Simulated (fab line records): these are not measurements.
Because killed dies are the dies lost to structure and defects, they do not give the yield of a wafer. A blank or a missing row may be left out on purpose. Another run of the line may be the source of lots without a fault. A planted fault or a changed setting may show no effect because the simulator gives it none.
fab line records -- flow n5_finfet
record lots=6, wafers=18, last_day=18
route steps=1938 shown FIN_SAQP@97 BEOL_M4@1111 PASSIVATION@1936
lots untouched by any fault: they come from a run of this same line in which no faults occurred
start_h: the number of hours between the record's first day and the start of the first shown wafer of the lot -- wait_h: hours since the lot's step before -- " repeats the value in the row above -- L1.1+2: a single row standing in for several wafers -- - no value, or no start given -- * or withheld: withheld -- < > ~ a bound
route shown NAME@n: names a module that has steps shown in the file, with the first one's number in the route -- usual: mean and standard deviation over wafers with no fault -- same: alike in all rows -- chamber/n: place in a boat -- sites: readings site by site -- _std_site: standard deviation across them -- _edge_site: outer sites' mean less inner sites' -- radius_mm: for every site, how far away it sits from the centre of the wafer -- mask NAME#n: copy n -- behind: the last tool/chamber to shape the wafer -- hold: the reason the lot was held/the length of the hold in hours/how it ended -- device: whichever transistor did not switch (one of n, p or np) -- end of line: the route-end tests of the same wafers -- a step without rows: its recipe alone -- killed: dies that structure and defects cost at the first sort, which is not the same as the wafer's yield -- map: a wafer's dies, x killed, . not, _ none there
set.NAME: setting as actually run; set.NAME@STEP: the setting as run at that earlier step -- model.NAME: the simulator's own value behind a step, which no gauge read
a table for each step, a row for each wafer; lots at some steps of the route
services: when a tool's chamber went out of use (start_h, in hours from the record's first day, below 0 if earlier), for how many hours, and the reason
## steps
# step N5_FIN_SAQP_THK_MEAS_05
# usual thk_nm=38.0/0.5
lot.wafer,tool,chamber,start_h,wait_h,thk_nm
L666.2,film_metro-01,-,28.93,0.1,38.1
L666.3,film_metro-01,-,28.93,0.1,38.3
L666.6,film_metro-01,-,28.93,0.1,38.7
L667.1,film_metro-01,-,33.58,0.1,37.5
L667.2,film_metro-01,-,33.58,0.1,38.0
L667.6,film_metro-01,-,33.58,0.1,38.5
L672.1,film_metro-01,-,63.93,0.1,38.0
L672.4,film_metro-01,-,63.93,0.1,38.6
L672.6,film_metro-01,-,63.93,0.1,38.4
L674.3,film_metro-01,-,75.57,0.1,37.4
L674.4,film_metro-01,-,75.57,0.1,38.3
L674.5,film_metro-01,-,75.57,0.1,37.9
L675.1,film_metro-01,-,81.75,0.1,37.5
L675.3,film_metro-01,-,81.75,0.1,37.6
L675.6,film_metro-01,-,81.75,0.1,38.4
L683.2,film_metro-01,-,129.96,0.1,37.9
L683.4,film_metro-01,-,129.96,0.1,38.6
L683.5,film_metro-01,-,129.96,0.1,38.3
# step N5_FIN_SAQP_PECVD_47
# recipe material=a-Si, target_thk_a=450, temp_c=400, precursor=SiH4/He, pressure_torr=3, rf_w=100, time_s=36.3
# usual heater_power_w=822/85, showerhead_plenum_p_Torr=5.65/0.057, throttle_valve_pct=18.1/0.68
lot.wafer,tool,chamber,start_h,wait_h,heater_power_w,showerhead_plenum_p_Torr,throttle_valve_pct
L666.2,pecvd-04,2,28.97,0.0,777,5.65,20.1
L666.3,pecvd-04,0,28.97,0.0,676,5.66,18.5
L666.6,pecvd-04,0,28.97,0.0,672,5.67,18.4
L667.1,pecvd-01,2,33.61,0.0,806,5.61,18.4
L667.2,pecvd-01,0,33.61,0.0,868,5.67,18.3
L667.6,pecvd-01,1,33.61,0.0,849,5.54,17.1
L672.1,pecvd-04,0,63.96,0.0,719,5.68,18.5
L672.4,pecvd-04,0,63.96,0.0,716,5.66,18.6
L672.6,pecvd-04,0,63.96,0.0,731,5.67,18.6
L674.3,pecvd-04,1,75.63,0.1,882,5.69,17.3
L674.4,pecvd-04,0,75.63,0.1,755,5.68,18.9
L674.5,pecvd-04,0,75.63,0.1,631,5.66,18.5
L675.1,pecvd-01,1,81.79,0.0,887,5.56,17.1
L675.3,pecvd-01,0,81.79,0.0,807,5.67,18.2
L675.6,pecvd-01,1,81.79,0.0,913,5.55,17.0
L683.2,pecvd-04,0,129.99,0.0,738,5.66,18.8
L683.4,pecvd-04,1,129.99,0.0,838,5.70,17.5
L683.5,pecvd-04,0,129.99,0.0,753,5.67,18.7
# step N5_FIN_SAQP_PECVD_48
# recipe material=SiNx, target_thk_a=250, temp_c=400, precursor=SiH4/NH3/N2, pressure_torr=1.5, rf_w=300, time_s=22.1
# usual heater_power_w=729/89, showerhead_plenum_p_Torr=5.12/0.078, throttle_valve_pct=39.8/1.6
lot.wafer,tool,chamber,start_h,wait_h,heater_power_w,showerhead_plenum_p_Torr,throttle_valve_pct
L666.2,pecvd-04,2,29.01,0.0,706,5.11,45.1
L666.3,pecvd-04,0,29.01,0.0,579,5.15,40.8
L666.6,pecvd-04,0,29.01,0.0,592,5.14,41.0
L667.1,pecvd-01,2,33.66,0.0,616,5.06,40.4
L667.2,pecvd-01,0,33.66,0.0,772,5.16,40.4
L667.6,pecvd-01,1,33.66,0.0,808,4.97,37.4
L672.1,pecvd-04,0,64.03,0.0,647,5.15,40.6
L672.4,pecvd-04,0,64.03,0.0,636,5.14,40.8
L672.6,pecvd-04,0,64.03,0.0,630,5.14,40.9
L674.3,pecvd-04,1,75.69,0.0,750,5.18,37.8
L674.4,pecvd-04,0,75.69,0.0,592,5.14,40.9
L674.5,pecvd-04,0,75.69,0.0,579,5.13,41.0
L675.1,pecvd-01,1,81.83,0.0,727,4.97,37.6
L675.3,pecvd-01,0,81.83,0.0,808,5.15,40.8
L675.6,pecvd-01,1,81.83,0.0,702,4.97,37.6
L683.2,pecvd-04,0,130.06,0.0,586,5.15,41.5
L683.4,pecvd-04,1,130.06,0.0,806,5.19,37.9
L683.5,pecvd-04,0,130.06,0.0,593,5.15,41.1
# step N5_FIN_SAQP_PECVD_06
# recipe material=a-Si, target_thk_a=600, temp_c=400, precursor=SiH4/He, pressure_torr=3, rf_w=100, time_s=48.1
# usual heater_power_w=814/87, showerhead_plenum_p_Torr=5.65/0.057, throttle_valve_pct=18.1/0.69
lot.wafer,tool,chamber,start_h,wait_h,heater_power_w,showerhead_plenum_p_Torr,throttle_valve_pct
L666.2,pecvd-04,2,29.05,0.0,775,5.65,20.5
L666.3,pecvd-04,0,29.05,0.0,670,5.65,18.5
L666.6,pecvd-04,0,29.05,0.0,667,5.68,18.5
L667.1,pecvd-01,2,33.70,0.0,807,5.62,18.3
L667.2,pecvd-01,0,33.70,0.0,815,5.67,18.3
L667.6,pecvd-01,1,33.70,0.0,890,5.55,17.1
L672.1,pecvd-04,0,64.08,0.0,740,5.67,18.2
L672.4,pecvd-04,0,64.08,0.0,736,5.66,18.5
L672.6,pecvd-04,0,64.08,0.0,751,5.68,18.6
L674.3,pecvd-04,1,75.76,0.0,885,5.71,17.3
L674.4,pecvd-04,0,75.76,0.0,631,5.65,18.6
L674.5,pecvd-04,0,75.76,0.0,625,5.65,18.7
L675.1,pecvd-01,1,81.87,0.0,772,5.55,17.5
L675.3,pecvd-01,0,81.87,0.0,889,5.66,18.5
L675.6,pecvd-01,1,81.87,0.0,767,5.56,17.1
L683.2,pecvd-04,0,130.12,0.0,615,5.67,18.9
L683.4,pecvd-04,1,130.12,0.0,773,5.70,17.3
L683.5,pecvd-04,0,130.12,0.0,623,5.67,18.8
# step N5_FIN_SAQP_THK_MEAS_07
# usual thk_nm=59.9/0.75
lot.wafer,tool,chamber,start_h,wait_h,thk_nm
L666.2,film_metro-01,-,29.14,0.1,59.5
L666.3,film_metro-01,-,29.14,0.1,60.1
L666.6,film_metro-01,-,29.14,0.1,60.7
L667.1,film_metro-02,-,33.78,0.1,59.2
L667.2,film_metro-02,-,33.78,0.1,59.1
L667.6,film_metro-02,-,33.78,0.1,60.9
L672.1,film_metro-02,-,64.20,0.1,58.0
L672.4,film_metro-02,-,64.20,0.1,58.7
L672.6,film_metro-02,-,64.20,0.1,59.7
L674.3,film_metro-01,-,75.85,0.1,60.4
L674.4,film_metro-01,-,75.85,0.1,59.8
L674.5,film_metro-01,-,75.85,0.1,59.9
L675.1,film_metro-01,-,81.96,0.1,59.6
L675.3,film_metro-01,-,81.96,0.1,59.4
L675.6,film_metro-01,-,81.96,0.1,60.7
L683.2,film_metro-02,-,130.23,0.1,59.5
L683.4,film_metro-02,-,130.23,0.1,60.4
L683.5,film_metro-02,-,130.23,0.1,60.3
# step N5_FIN_SAQP_HM_DEP_72
# recipe material=SiO2, target_thk_a=120, temp_c=400, precursor=SiH4/N2O, pressure_torr=0.75, rf_w=275, time_s=7.2
# usual heater_power_w=756/99, showerhead_plenum_p_Torr=8.12/0.16
lot.wafer,tool,chamber,start_h,wait_h,heater_power_w,showerhead_plenum_p_Torr
L666.2,pecvd-02,1,29.18,0.0,842,8.30
L666.3,pecvd-02,0,29.18,0.0,879,8.25
L666.6,pecvd-02,0,29.18,0.0,892,8.26
L667.1,pecvd-04,2,33.82,0.0,678,8.06
L667.2,pecvd-04,1,33.82,0.0,809,8.26
L667.6,pecvd-04,1,33.82,0.0,829,8.24
L672.1,pecvd-02,1,64.24,0.0,859,8.32
L672.4,pecvd-02,1,64.24,0.0,844,8.30
L672.6,pecvd-02,0,64.24,0.0,881,8.25
L674.3,pecvd-01,2,75.89,0.0,655,7.98
L674.4,pecvd-01,0,75.89,0.0,797,8.16
L674.5,pecvd-01,1,75.89,0.0,722,7.83
L675.1,pecvd-04,0,81.99,0.0,702,8.13
L675.3,pecvd-04,1,81.99,0.0,774,8.24
L675.6,pecvd-04,1,81.99,0.0,778,8.23
L683.2,pecvd-02,0,130.27,0.0,814,8.25
L683.4,pecvd-02,1,130.27,0.0,832,8.32
L683.5,pecvd-02,2,130.27,0.0,872,7.79
# step N5_FIN_SAQP_COAT_49
# recipe resist=SOC, temp_c=250, time_s=60, spin_rpm=1500, resist_thk_nm=100
# step N5_FIN_SAQP_COAT_50
# recipe resist=SiARC, temp_c=220, time_s=60, spin_rpm=1500, resist_thk_nm=35
# step N5_FIN_SAQP_COAT_10
# recipe resist=CAR-ArF, spin_rpm=1500, resist_thk_nm=90
# step N5_FIN_SAQP_EBR_12
# recipe solvent=PGMEA, ebr_width_mm=1.5
# step N5_FIN_SAQP_SOFTBAKE_11
# recipe temp_c=110, time_s=60, resist=CAR-ArF
# step N5_FIN_SAQP_EXPOSE_13
# recipe mask_id=FIN_CORE, na=1.35, source_shape=dipole, sigma_inner=0.538, sigma_outer=0.738, polarization=te, target_cd_nm=35.6, dose_mj=63.25
# step N5_FIN_SAQP_PEB_14
# recipe peb_temp_c=withheld, peb_time_s=60, resist=CAR-ArF
lot.wafer,tool,chamber,start_h,wait_h
L666.2+3+6,litho_track-03,0,29.56,0.0
L667.1+2+6,litho_track-02,0,34.20,0.1
L672.1+4+6,litho_track-02,0,64.62,0.1
L674.3+4+5,litho_track-03,0,76.14,0.0
L675.1+3+6,litho_track-03,0,82.40,0.1
L683.2+4+5,litho_track-04,0,130.65,0.0
# step N5_FIN_SAQP_DEVELOP_15
# recipe develop_time_s=30, developer=TMAH, resist=CAR-ArF, dev_temp_c=23, rinse_liquid=diw, dry=air_spin
# step N5_FIN_SAQP_CD_MEAS_16
# recipe target_cd_nm=35.6, landing_energy_ev=500, detector=se_inlens
# usual cd_nm=35.6/0.34
lot.wafer,tool,chamber,start_h,wait_h,cd_nm
L666.2,cd_sem-01,0,29.62,-,35.9
L666.3,cd_sem-01,0,29.62,-,35.7
L666.6,cd_sem-01,0,29.62,-,35.2
L667.1,cd_sem-01,0,34.27,-,36.1
L667.2,cd_sem-01,0,34.27,-,36.2
L667.6,cd_sem-01,0,34.27,-,36.0
L672.1,cd_sem-02,0,64.69,-,35.8
L672.4,cd_sem-02,0,64.69,-,35.9
L672.6,cd_sem-02,0,64.69,-,35.8
L674.3,cd_sem-01,0,76.21,-,38.8
L674.4,cd_sem-01,0,76.21,-,38.3
L674.5,cd_sem-01,0,76.21,-,37.9
L675.1,cd_sem-02,0,82.46,-,38.3
L675.3,cd_sem-02,0,82.46,-,38.7
L675.6,cd_sem-02,0,82.46,-,37.6
L683.2,cd_sem-02,0,130.72,-,35.9
L683.4,cd_sem-02,0,130.72,-,35.4
L683.5,cd_sem-02,0,130.72,-,35.8
# step N5_FIN_SAQP_OVL_MEAS_17
# recipe points_per_wafer=44
# usual FIN_CORE_OVL=0.4/0.83
lot.wafer,tool,chamber,start_h,wait_h,FIN_CORE_OVL[nm]
L666.2,overlay-01,0,29.66,0.0,1.2
L666.3,overlay-01,0,29.66,0.0,0.6
L666.6,overlay-01,0,29.66,0.0,2.6
L667.1,overlay-02,0,34.31,0.0,0.6
L667.2,overlay-02,0,34.31,0.0,1.4
L667.6,overlay-02,0,34.31,0.0,0.3
L672.1,overlay-02,0,64.73,0.0,0.4
L672.4,overlay-02,0,64.73,0.0,0.1
L672.6,overlay-02,0,64.73,0.0,1.4
L674.3,overlay-02,0,76.25,0.0,-0.9
L674.4,overlay-02,0,76.25,0.0,-1.8
L674.5,overlay-02,0,76.25,0.0,-2.2
L675.1,overlay-02,0,82.50,0.0,1.0
L675.3,overlay-02,0,82.50,0.0,0.9
L675.6,overlay-02,0,82.50,0.0,-0.2
L683.2,overlay-02,0,130.77,0.0,-0.5
L683.4,overlay-02,0,130.77,0.0,-0.1
L683.5,overlay-02,0,130.77,0.0,1.0
# step N5_BEOL_M4_RC_MEAS_101
# usual DIBL_N=36.3/1.6, DIBL_P=36.4/2.1, IOFF_N=0.16/0.032, IOFF_P=0.22/0.044, ION_N=675/12, ION_P=463/8.3, SS_N=71.6/0.64, SS_P=73.3/0.67, VT_N=250/3.3, VT_P=-250/3.7
lot.wafer,tool,chamber,start_h,wait_h,DIBL_N[mV/V],DIBL_P[mV/V],IOFF_N[nA/um],IOFF_P[nA/um],ION_N[uA/um],ION_P[uA/um],SS_N[mV/dec],SS_P[mV/dec],VT_N[mV],VT_P[mV]
L667.1,prober-01,0,208.95,0.0,37.6,37.9,0.16,0.19,675,458,71.7,73.6,249,-254
L667.2,prober-01,0,208.95,0.0,39.2,40.5,0.20,0.24,690,467,72.1,74.4,246,-247
L667.6,prober-01,0,208.95,0.0,34.9,35.7,0.13,0.17,667,453,71.4,73.2,254,-254
L666.2,prober-01,0,227.55,0.2,36.0,36.3,0.17,0.22,677,463,72.1,73.3,249,-250
L666.3,prober-01,0,227.55,0.2,34.7,34.8,0.14,0.20,658,457,70.6,73.0,251,-252
L666.6,prober-01,0,227.55,0.2,37.1,37.8,0.19,0.25,683,473,72.3,73.5,248,-247
L672.1,prober-01,0,252.31,0.0,35.3,37.2,0.15,0.23,675,466,72.0,73.5,252,-248
L672.4,prober-01,0,252.31,0.0,38.3,40.3,0.20,0.29,687,474,72.6,74.3,250,-244
L672.6,prober-01,0,252.31,0.0,37.8,39.4,0.19,0.27,676,463,72.0,74.6,248,-247
L674.3,prober-02,0,257.31,0.3,34.0,34.5,0.13,0.16,660,454,70.5,73.1,253,-255
L674.4,prober-02,0,257.31,0.3,38.1,38.6,0.21,0.22,677,456,71.4,73.3,247,-252
L674.5,prober-02,0,257.31,0.3,35.2,34.8,0.14,0.17,674,455,70.7,73.0,253,-255
L675.1,prober-01,0,284.29,0.0,35.6,35.2,0.14,0.20,677,469,71.4,73.0,249,-248
L675.3,prober-01,0,284.29,0.0,37.5,37.7,0.17,0.24,667,459,71.5,73.5,251,-246
L675.6,prober-01,0,284.29,0.0,36.3,35.9,0.15,0.22,673,470,71.2,73.3,250,-250
L683.2,prober-02,0,323.63,0.2,38.0,39.4,0.20,0.27,691,474,71.1,73.8,243,-245
L683.4,prober-02,0,323.63,0.2,36.5,36.9,0.16,0.23,666,464,72.3,73.1,247,-246
L683.5,prober-02,0,323.63,0.2,35.3,35.1,0.13,0.19,668,464,71.1,73.3,255,-249
# step N5_PASSIVATION_PROBE_49
# usual defect_limited_yield=91.4/1.2, killed_at_M0_to_M3=35/11, killed_at_M4_up=14/6, killed_at_contacts=12/6.7, killed_at_front_end=37/9.7, killed_at_other=3.5/2.5, killed_dies=102/15, killed_on_rim=13/3.6, killed_open=67/12, killed_short=33/7.3, sort_bin_5_function=5.1/0.81, sort_bin_6_memory=3.2/0.65, sort_n_pass=1078/15, sort_yield_pct=91.4/1.2
# same gross_dies=1180, killed_at_back_side=0, sort_bin_4_leakage[%]=0, sort_bin_8_speed[%]=0
lot.wafer,tool,chamber,start_h,wait_h,defect_limited_yield[%],killed_at_M0_to_M3,killed_at_M4_up,killed_at_contacts,killed_at_front_end,killed_at_other,killed_dies,killed_on_rim,killed_open,killed_short,sort_bin_5_function[%],sort_bin_6_memory[%],sort_n_pass,sort_yield_pct[%]
L666.2,prober-01,-,356.75,0.1,91.9,24,22,11,31,7,95,15,61,34,5.0,2.7,1085,91.9
L666.3,prober-01,-,356.80,0.1,93.1,20,8,16,31,6,81,12,48,30,4.0,2.5,1099,93.1
L666.6,prober-01,-,356.95,0.3,90.5,23,14,17,50,8,112,14,75,32,6.0,3.1,1068,90.5
L675.1,prober-02,-,390.19,0.0,89.6,42,12,10,52,7,123,22,64,47,5.8,3.2,1057,89.6
L675.3,prober-02,-,390.29,0.1,91.7,40,3,13,41,1,98,16,64,33,4.3,3.4,1082,91.7
L675.6,prober-02,-,390.44,0.3,91.4,29,18,9,43,3,102,13,67,35,4.9,3.4,1078,91.4
# killed by level:class
L666.2 BEOL_M4:geometric_particle:open=15 MOL_CONTACT_COAG:geometric_particle:open=9 FIN_SAQP:geometric_particle:short=8 STI_FIN_REVEAL:geometric_particle:open=6 BEOL_M1:geometric_particle:open=6 BEOL_M0_SAQP:geometric_particle:short=5 FIN_SAQP:geometric_particle:open=3 BEOL_M2:geometric_particle:open=3
L666.3 MOL_CONTACT_COAG:geometric_particle:open=15 FIN_SAQP:geometric_particle:short=10 GATE_CUT:geometric_particle:short=6 FIN_SAQP:geometric_particle:open=5 BEOL_M1:geometric_particle:open=5 DUMMY_GATE:geometric_particle:open=4 BEOL_M2:geometric_particle:short=3 BEOL_M2:geometric_particle:open=3
L666.6 MOL_CONTACT_COAG:geometric_particle:open=14 STI_FIN_REVEAL:geometric_particle:open=13 FIN_SAQP:geometric_particle:open=9 FIN_SAQP:geometric_particle:short=7 BEOL_M1:geometric_particle:open=6 DUMMY_GATE:geometric_particle:open=4 BEOL_M0_SAQP:geometric_particle:short=4 BEOL_M3:geometric_particle:open=4
L675.1 STI_FIN_REVEAL:geometric_particle:open=13 BEOL_M0_SAQP:geometric_particle:short=10 HKMG_FIN:area_etch=10 BEOL_M4:geometric_particle:open=9 BEOL_M0_SAQP:geometric_particle:open=8 BEOL_M3:geometric_particle:open=8 BEOL_M3:geometric_particle:short=7 FIN_SAQP:geometric_particle:short=5
L675.3 MOL_CONTACT_COAG:geometric_particle:open=12 BEOL_M0_SAQP:geometric_particle:open=11 BEOL_M0_SAQP:geometric_particle:short=11 GATE_CUT:geometric_particle:short=9 STI_FIN_REVEAL:geometric_particle:open=7 STARTING-WAFER:geometric_particle:open=6 DUMMY_GATE:geometric_particle:open=5 BEOL_M2:geometric_particle:open=5
L675.6 STI_FIN_REVEAL:geometric_particle:open=11 FIN_SAQP:geometric_particle:short=10 BEOL_M3:geometric_particle:open=9 GATE_CUT:geometric_particle:short=7 MOL_CONTACT_COAG:geometric_particle:open=7 BEOL_M4:geometric_particle:open=7 BEOL_M7:geometric_particle:open=5 BEOL_M0_SAQP:geometric_particle:open=4
## services
tool,chamber,start_h,hours,kind
pecvd-02,2,20.10,2.1,scheduled_down
pecvd-01,2,26.41,2.1,scheduled_down
pecvd-02,1,43.30,5.5,scheduled_down
pecvd-04,2,47.96,119.5,repair
pecvd-01,-,49.88,6.0,pm
pecvd-02,0,79.41,2.1,scheduled_down
litho_track-04,-,87.69,-,consumable_replace:filter
pecvd-02,2,89.24,5.5,scheduled_down
pecvd-01,-,98.70,0.7,repair
pecvd-04,0,100.95,2.1,scheduled_down
pecvd-01,-,102.70,4.3,pm
pecvd-01,1,128.31,13.7,repair
## key
first_sign step=N5_FIN_SAQP_CD_MEAS_16, reading=cd_nm, direction=up, sigmas=8, usual=35.6, struck=38.3
effect none on later readings
met_at N5_FIN_SAQP_PEB_14
struck_wafers L674.3,L674.4,L674.5,L675.1,L675.3,L675.6
baseline_loss step=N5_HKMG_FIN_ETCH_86, wafers=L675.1
onset_between 29.56 76.14
fault kind=process_parameter_drift, tool=litho_track-03, chamber=-, onset_h=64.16, steps=N5_FIN_SAQP_PEB_14, channel=peb_temp_c, offset=withheld, shape=step, end_h=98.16, acts_in=*
# baseline_loss: these wafers lose ten dies or more at that step, a loss of the line's own and not of a fault; the sort's usual values leave them out
